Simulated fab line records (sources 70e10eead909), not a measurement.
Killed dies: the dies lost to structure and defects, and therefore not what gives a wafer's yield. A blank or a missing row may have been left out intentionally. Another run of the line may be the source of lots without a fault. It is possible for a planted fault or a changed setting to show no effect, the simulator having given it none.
Matching of chambers -- flow nand_harc -- NHARC_P_M0_ETCH_34 on rie_diel-13: 4 sister chambers
The step etches the open film in N2/H2, target depth 40 nm, overetch 12 nm, time 43.94 s. 8 wafers are shown with their chamber, then 11 later ones without.

WAFERS PAIRED WITH THEIR CHAMBERS
wafer,chamber,oes_product_au (a.u.),rf_vpp_V (V)
L081.6,3,1.014,432.7
L087.4,3,1.013,431.4
L088.2,1,1.003,431.1
L088.5,2,0.988,428.8
L090.1,1,1.013,430.4
L090.3,0,1.011,432.2
L090.6,0,1.010,430.3
L091.2,2,0.983,429.9

WAFERS WITH NO CHAMBER GIVEN
wafer,oes_product_au (a.u.),rf_vpp_V (V)
L091.3,1.000,432.3
L091.4,0.998,432.1
L093.1,1.000,430.5
L093.3,0.999,431.8
L093.6,0.988,428.9
L094.2,0.991,428.7
L094.3,1.002,431.6
L094.4,1.013,432.0
L096.1,1.001,431.2
L096.3,1.016,432.5
L096.5,0.990,427.5

THE CHAMBER EACH PASSED THROUGH
wafer,from the rows above,in truth
L091.3,can't be placed: 1 or 0 or 3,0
L091.4,can't be placed: 1 or 0 or 3 or 2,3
L093.1,can't be placed: 1 or 0 or 3 or 2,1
L093.3,can't be placed: 1 or 0 or 3 or 2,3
L093.6,2,2
L094.2,2,2
L094.3,can't be placed: 1 or 0 or 3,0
L094.4,can't be placed: 3 or 0 or 1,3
L096.1,can't be placed: 1 or 0 or 3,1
L096.3,can't be placed: 3 or 0 or 1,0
L096.5,2,2
Placed correctly: 3 of 11. Not placeable from these rows: 8 (in 8, the candidates include the true chamber). 0 placed wrongly.
How it was worked out, from the rows above alone: a wafer's distance from a chamber is the root of the sum, over the readings, of the square of ((its reading less the chamber's mean) divided by the reading's scatter). If the next closest chamber is less than 2 further off than the closest, the wafer can't be placed; otherwise it belongs to the closest. For every chamber, the mean is computed from those of its wafers that are shown. The scatter: the root of (the sum of the squares of (reading less its chamber's mean) over the shown wafers, divided by (wafers less chambers)).
